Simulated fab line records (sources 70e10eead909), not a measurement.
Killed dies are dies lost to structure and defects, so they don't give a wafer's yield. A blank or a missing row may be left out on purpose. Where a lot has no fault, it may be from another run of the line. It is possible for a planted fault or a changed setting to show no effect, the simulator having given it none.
fab line records	flow nand-harc	part 2 of 2: steps 5 to 6 of 6
record lots=23	wafers=69	last-day=34
route steps=1302 shown A_STAIRCASE@680
lots that met no fault: taken from a fault-free run of the same line
start-h: hours from the record's first day to the start of the lot's first wafer shown	wait-h: hours from the lot's prior step to this one	" as in the row above	L1.1+2: several wafers, shown together as one row	- value missing, or start not given	* or withheld: withheld	< > ~ a bound
route shown NAME@n: names a module that has steps shown in the file, with the first one's number in the route	usual: average and standard deviation across the fault-free wafers	same: alike in all rows	chamber/n: place in a boat	sites: each site's reading	_std_site: standard deviation across them	_edge_site: mean of outer sites minus mean of inner sites	radius-mm: for every site, how far away it sits from the centre of the wafer	mask NAME#n: copy n	behind: the last tool/chamber to shape the wafer	hold: why the lot went on hold/how many hours it stayed there/how the hold came to an end	device: names the non-switching transistor (n, p or np)	end of line: the tests these same wafers got at the end of their route	a step given without rows: its recipe and nothing more	killed: count of dies lost to structure and defects at first sort (not the wafer's yield)	map: a wafer's dies, x killed, . not, _ none there
set.NAME: setting as actually run; set.NAME@STEP: the setting as run at that earlier step	model.NAME: the simulator's own value behind a step, which no gauge read
steps of the route over a sample of lots; a table a step, a row a wafer
services: a tool's chamber out of use, with start hour (start-h, from the record's first day; less than 0 if before it), hours out, and reason
## steps
# step NHARC_A_STAIRCASE_TRIM_231
# recipe time-s=211.2	o2-flow-sccm=500	ar-flow-sccm=0	bias-w=0	chemistry=O2
# usual drypump-motor-current-A=5.9/0.35	oes-product-au=1.001/0.011	rf-vpp-V=57.9/0.88	showerhead-plenum-p-Torr=3.58/0.19	throttle-valve-pct=17.036/0.0092
lot.wafer	tool	chamber	start-h	wait-h	drypump-motor-current-A	oes-product-au	rf-hours-counter-h	rf-vpp-V	showerhead-plenum-p-Torr	throttle-valve-pct
L075.2	rie-diel-05	2	-	-	5.8	1.004	45	57.9	3.45	17.028
L075.1	"	3	"	"	6.0	0.999	29	58.7	3.50	17.045
L075.6	"	2	"	"	5.8	1.017	-	58.3	3.45	17.038
L074.3	rie-diel-13	1	-	-	6.6	1.000	8	57.7	3.74	17.041
L074.4	"	0	"	"	5.6	0.989	8	56.7	3.34	17.044
L074.5	"	2	"	"	5.7	1.006	-	60.2	3.77	17.040
L077.1	rie-diel-05	3	-	-	6.0	1.009	35	57.6	3.50	17.044
L077.2	"	0	"	"	5.6	1.010	48	57.8	3.27	17.019
L077.3	"	1	"	"	6.2	1.000	48	58.7	3.78	17.037
L076.4	rie-diel-08	1	-	-	6.3	1.004	2	58.7	3.78	17.034
L076.3	"	3	"	"	5.2	1.013	2	57.7	3.54	17.040
L076.5	"	0	"	"	5.9	1.008	-	57.6	3.47	17.028
L079.3	rie-diel-08	3	-	-	5.2	0.996	12	58.5	3.53	17.037
L079.2	"	1	"	"	6.3	1.003	12	57.5	3.77	17.048
L079.5	"	2	"	"	6.0	1.001	-	58.9	3.80	17.041
L081.1	rie-diel-13	1	-	-	6.6	1.007	26	57.9	3.73	17.036
L081.2	"	2	"	"	5.7	0.990	24	58.8	3.76	17.031
L081.4	"	3	"	"	5.9	0.998	16	59.0	3.31	17.043
L080.2	rie-diel-08	1	-	-	6.3	0.991	12	58.7	3.77	17.034
L080.3	"	2	"	"	6.0	1.000	12	59.4	3.80	17.037
L080.4	"	3	"	"	5.2	0.997	13	57.7	3.53	17.036
L082.3	rie-diel-05	1	-	-	6.2	0.984	11	58.4	3.77	17.043
L082.1	"	2	"	"	5.8	1.003	12	57.7	3.44	17.049
L082.5	"	0	"	"	5.6	1.007	-	57.4	3.80	17.039
L083.1	rie-diel-13	1	-	-	6.6	1.033	35	59.5	3.73	17.027
L083.3	"	3	"	"	5.9	1.009	22	57.4	3.30	17.050
L083.6	"	1	"	"	6.6	1.019	-	56.9	3.72	17.010
L085.2	rie-diel-05	3	-	-	6.0	0.993	23	58.0	3.48	17.042
L085.1	"	0	"	"	5.6	1.009	20	57.7	3.80	17.042
L085.5	"	2	"	"	5.8	0.996	-	57.4	3.43	17.025
L084.1	rie-diel-13	2	-	-	5.8	0.992	42	57.8	3.75	17.026
L084.2	"	0	"	"	5.6	0.996	47	56.6	3.32	17.034
L084.3	"	1	"	"	6.6	1.008	42	58.7	3.72	17.043
L086.2	rie-diel-08	0	-	-	5.9	0.999	35	58.0	3.45	17.026
L086.3	"	3	"	"	5.2	1.011	36	58.0	3.52	17.041
L086.5	"	0	"	"	5.9	1.000	-	57.6	3.45	17.030
L087.2	rie-diel-13	0	-	-	5.6	0.999	52	57.0	3.32	17.026
L087.5	"	3	"	"	5.9	1.004	-	56.7	3.29	17.044
L087.6	"	0	"	"	5.6	0.989	-	55.8	3.32	17.025
L088.2	rie-diel-05	0	-	-	5.6	1.003	27	58.9	3.79	17.030
L088.3	"	2	"	"	5.8	1.006	32	58.8	3.43	17.037
L088.5	"	0	"	"	5.6	1.008	-	57.8	3.79	17.024
L089.3	rie-diel-05	3	-	-	6.0	0.999	38	57.7	3.47	17.029
L089.1	"	0	"	"	5.6	1.012	33	59.5	3.79	17.043
L089.2	"	1	"	"	6.2	0.987	33	58.2	3.76	17.028
L090.3	rie-diel-05	2	-	-	5.8	1.012	38	58.0	3.42	17.027
L090.5	"	3	"	"	6.0	1.008	-	57.9	3.47	17.036
L090.6	"	0	"	"	5.6	1.003	-	57.9	3.79	17.048
L091.4	rie-diel-05	3	-	-	6.0	1.001	43	58.4	3.47	17.040
L091.3	"	0	"	"	5.7	1.004	38	58.9	3.79	17.014
L091.1	"	1	"	"	6.1	0.994	38	57.8	3.75	17.033
L092.3	rie-diel-05	3	-	-	6.0	0.998	51	58.8	3.47	17.036
L092.4	"	0	"	"	5.6	1.012	49	56.6	3.78	17.039
L092.1	"	1	"	"	6.2	0.974	49	56.9	3.75	17.048
L093.2	rie-diel-13	2	-	-	5.8	0.997	11	57.7	3.74	17.044
L093.4	"	3	"	"	5.9	0.999	7	56.5	3.29	17.042
L093.5	"	0	"	"	5.6	0.989	-	57.9	3.31	17.037
L095.3	rie-diel-13	2	-	-	5.8	0.998	17	57.1	3.73	17.048
L095.1	"	3	"	"	5.9	0.992	14	56.3	3.28	17.044
L095.5	"	0	"	"	5.6	0.978	-	57.4	3.31	17.041
L094.1	rie-diel-08	3	-	-	5.2	1.010	7	57.5	3.51	17.040
L094.3	"	1	"	"	6.3	1.022	9	59.5	3.74	17.034
L094.4	"	1	"	"	6.3	1.014	-	58.0	3.74	17.040
L096.4	rie-diel-13	3	-	-	5.9	1.000	15	56.5	3.28	17.043
L096.1	"	0	"	"	5.6	0.979	14	57.9	3.31	17.041
L096.3	"	2	"	"	5.7	0.997	19	56.6	3.73	17.038
L097.3	rie-diel-13	1	-	-	6.6	1.011	25	58.9	3.70	17.032
L097.4	"	2	"	"	5.7	0.993	25	57.3	3.73	17.050
L097.6	"	0	"	"	5.6	0.976	-	57.1	3.31	17.024
# step NHARC_A_STAIRCASE_TRIM_235
# recipe time-s=211.2	o2-flow-sccm=500	ar-flow-sccm=0	bias-w=0	chemistry=O2
# usual drypump-motor-current-A=5.9/0.36	oes-product-au=1.001/0.011	rf-vpp-V=57.9/0.93	showerhead-plenum-p-Torr=3.57/0.19	throttle-valve-pct=17.036/0.0089
lot.wafer	tool	chamber	start-h	wait-h	drypump-motor-current-A	oes-product-au	rf-hours-counter-h	rf-vpp-V	showerhead-plenum-p-Torr	throttle-valve-pct
L075.1	rie-diel-05	3	-	-	6.0	1.007	30	56.8	3.50	17.032
L075.2	"	0	"	"	5.6	1.014	43	55.5	3.28	17.041
L075.6	"	2	"	"	5.8	1.015	-	58.3	3.45	17.055
L074.4	rie-diel-13	3	-	-	5.9	0.989	1	57.6	3.32	17.023
L074.3	"	2	"	"	5.7	0.999	8	59.2	3.77	17.031
L074.5	"	0	"	"	5.6	0.994	-	57.2	3.34	17.027
L077.2	rie-diel-05	3	-	-	6.0	1.008	36	56.2	3.50	17.043
L077.1	"	0	"	"	5.6	1.008	49	57.6	3.27	17.039
L077.3	"	1	"	"	6.2	0.996	48	60.3	3.78	17.026
L076.3	rie-diel-08	3	-	-	5.2	1.011	3	56.9	3.54	17.049
L076.4	"	0	"	"	5.9	1.003	3	57.9	3.47	17.034
L076.5	"	0	"	"	5.9	1.000	-	56.7	3.47	17.022
L079.2	rie-diel-08	1	-	-	6.3	1.001	12	59.4	3.77	17.027
L079.3	"	3	"	"	5.2	0.993	12	57.8	3.53	17.054
L079.5	"	2	"	"	6.0	1.000	-	58.3	3.80	17.045
L081.4	rie-diel-13	1	-	-	6.6	1.013	27	59.3	3.73	17.049
L081.1	"	3	"	"	5.9	0.991	16	57.4	3.31	17.033
L081.2	"	0	"	"	5.6	1.001	27	58.1	3.33	17.044
L080.4	rie-diel-08	0	-	-	5.9	1.018	13	57.2	3.46	17.024
L080.2	"	1	"	"	6.3	1.000	12	58.3	3.77	17.039
L080.3	"	2	"	"	6.0	1.003	12	59.2	3.80	17.041
L082.3	rie-diel-05	2	-	-	5.8	1.006	12	58.2	3.44	17.023
L082.1	"	0	"	"	5.6	1.009	9	58.6	3.80	17.035
L082.5	"	2	"	"	5.8	1.006	-	57.5	3.44	17.045
L083.3	rie-diel-13	2	-	-	5.7	1.000	31	59.2	3.76	17.037
L083.1	"	0	"	"	5.6	0.994	36	57.3	3.33	17.041
L083.6	"	2	"	"	5.7	0.985	-	56.8	3.76	17.039
L085.2	rie-diel-05	1	-	-	6.2	0.973	21	58.4	3.76	17.047
L085.1	"	2	"	"	5.7	1.000	24	56.7	3.43	17.046
L085.5	"	3	"	"	6.0	0.996	-	58.3	3.48	17.046
L084.2	rie-diel-13	0	-	-	5.6	0.997	47	57.1	3.32	17.039
L084.1	"	1	"	"	6.6	1.028	42	58.5	3.72	17.045
L084.3	"	2	"	"	5.7	1.010	43	57.6	3.75	17.046
L086.2	rie-diel-08	3	-	-	5.2	1.000	36	57.9	3.52	17.029
L086.3	"	1	"	"	6.3	1.001	31	58.8	3.76	17.027
L086.5	"	3	"	"	5.2	1.018	-	59.5	3.52	17.041
L087.2	rie-diel-13	1	-	-	6.6	1.014	47	59.0	3.72	17.028
L087.5	"	3	"	"	5.9	1.003	-	57.9	3.29	17.030
L087.6	"	0	"	"	5.6	0.994	-	58.8	3.32	17.026
L088.3	rie-diel-05	2	-	-	5.8	1.009	32	58.2	3.43	17.037
L088.2	"	0	"	"	5.6	1.002	27	58.8	3.79	17.019
L088.5	"	2	"	"	5.8	0.993	-	56.6	3.43	17.028
L089.1	rie-diel-05	1	-	-	6.2	0.988	33	58.4	3.76	17.019
L089.2	"	3	"	"	6.0	1.002	39	57.4	3.47	17.031
L089.3	"	0	"	"	5.6	1.014	33	57.6	3.79	17.047
L090.3	rie-diel-05	3	-	-	6.0	1.002	39	58.8	3.47	17.042
L090.5	"	0	"	"	5.6	1.002	-	58.4	3.79	17.026
L090.6	"	1	"	"	6.2	0.971	-	57.3	3.76	17.044
L091.1	rie-diel-05	1	-	-	6.1	0.992	38	57.7	3.75	17.043
L091.4	"	2	"	"	5.8	1.014	44	56.9	3.42	17.037
L091.3	"	3	"	"	6.0	1.008	43	57.6	3.47	17.022
L092.3	rie-diel-05	1	-	-	6.2	0.990	49	57.6	3.75	17.051
L092.4	"	2	"	"	5.8	1.003	51	55.6	3.42	17.029
L092.1	"	3	"	"	6.0	1.007	51	57.4	3.47	17.036
L093.2	rie-diel-13	1	-	-	6.6	1.016	11	57.3	3.71	17.035
L093.4	"	2	"	"	5.7	0.991	11	59.0	3.74	17.048
L093.5	"	1	"	"	6.6	1.017	-	59.4	3.71	17.046
L095.1	rie-diel-13	1	-	-	6.6	1.015	16	57.1	3.71	17.043
L095.3	"	2	"	"	5.7	1.003	17	56.9	3.73	17.037
L095.5	"	1	"	"	6.6	1.013	-	58.6	3.71	17.022
L094.1	rie-diel-08	2	-	-	6.0	1.007	7	57.6	3.78	17.040
L094.3	"	3	"	"	5.2	1.004	7	56.5	3.51	17.023
L094.4	"	3	"	"	5.2	0.997	-	59.4	3.51	17.041
L096.3	rie-diel-13	1	-	-	6.6	1.009	17	58.8	3.71	17.047
L096.1	"	2	"	"	5.7	0.999	19	59.2	3.73	17.036
L096.4	"	3	"	"	5.9	0.997	16	56.8	3.28	17.031
L097.4	rie-diel-13	0	-	-	5.6	0.983	22	58.7	3.31	17.047
L097.3	"	2	"	"	5.8	0.983	25	57.8	3.73	17.022
L097.6	"	0	"	"	5.6	0.980	-	58.3	3.31	17.026
## services
tool	chamber	start-h	hours	kind
rie-diel-13	-	342.15	9.0	pm
rie-diel-13	0	342.15	9.0	vent-cycle
rie-diel-13	1	342.15	9.0	vent-cycle
rie-diel-13	2	342.15	9.0	vent-cycle
rie-diel-13	3	342.15	9.0	vent-cycle
rie-diel-13	0	351.15	-	clean
rie-diel-13	1	351.15	-	clean
rie-diel-13	2	351.15	-	clean
rie-diel-13	3	351.15	-	clean
rie-diel-08	1	362.56	14.8	repair
rie-diel-13	3	367.62	6.2	repair
rie-diel-08	-	367.80	9.0	pm
rie-diel-13	0	375.66	-	clean
rie-diel-13	1	375.66	-	clean
rie-diel-13	2	375.66	-	clean
rie-diel-13	3	375.66	-	clean
rie-diel-13	0	400.52	-	clean
rie-diel-13	1	400.52	-	clean
rie-diel-13	2	400.52	-	clean
rie-diel-13	3	400.52	-	clean
rie-diel-05	-	407.60	9.0	pm
rie-diel-13	1	446.38	4.5	repair
rie-diel-08	-	544.85	9.0	pm
rie-diel-05	-	583.25	28.3	repair
